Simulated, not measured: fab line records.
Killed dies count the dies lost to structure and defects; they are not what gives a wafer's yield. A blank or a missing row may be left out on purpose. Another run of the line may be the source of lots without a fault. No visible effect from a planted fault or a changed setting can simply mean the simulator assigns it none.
Matching of chambers    flow nand harc    4 sister chambers for NHARC_P_M1_DESCUM_14 on rie diel-06
The step chemistry O2, time 3 s. 8 wafers are shown with their chamber, then 12 later ones without.

WAFERS, EACH WITH ITS CHAMBER
wafer   chamber  showerhead plenum p Torr (Torr)  drypump motor current A (A)
L085.5  0        2.01                             5.3
L086.6  3        1.82                             5.2
L088.4  1        1.91                             5.8
L088.5  2        1.86                             6.0
L088.6  1        1.91                             5.8
L089.3  2        1.86                             6.0
L089.5  0        2.01                             5.4
L089.6  3        1.81                             5.3

WAFERS MISSING THEIR CHAMBER
wafer   showerhead plenum p Torr (Torr)  drypump motor current A (A)
L090.2  1.91                             5.8
L090.3  1.81                             5.2
L090.4  2.01                             5.3
L091.3  1.91                             5.8
L091.5  1.91                             5.8
L091.6  1.86                             6.0
L093.1  1.91                             5.8
L093.3  1.81                             5.2
L093.6  2.01                             5.3
L096.1  1.86                             6.0
L096.2  1.81                             5.2
L096.3  2.01                             5.3

CHAMBER TAKEN BY EACH
wafer   from the rows above  in truth
L090.2  1                    1
L090.3  3                    3
L090.4  0                    0
L091.3  1                    1
L091.5  1                    1
L091.6  2                    2
L093.1  1                    1
L093.3  3                    3
L093.6  0                    0
L096.1  2                    2
L096.2  3                    3
L096.3  0                    0
Placed correctly: 12 of 12. From these rows, 0 cannot be placed. Wrongly placed: 0.
How it was worked out, from the rows above alone: a wafer's distance from a chamber is the root of the sum, over the readings, of the square of ((its reading less the chamber's mean) divided by the reading's scatter). The wafer belongs to the nearest chamber; if the next one is less than 2 further off, it can't be placed. For every chamber, the mean is computed from those of its wafers that are shown. The scatter is the square root of a quotient: the sum, over the shown wafers, of each reading's squared deviation from its chamber's mean, divided by wafers minus chambers.
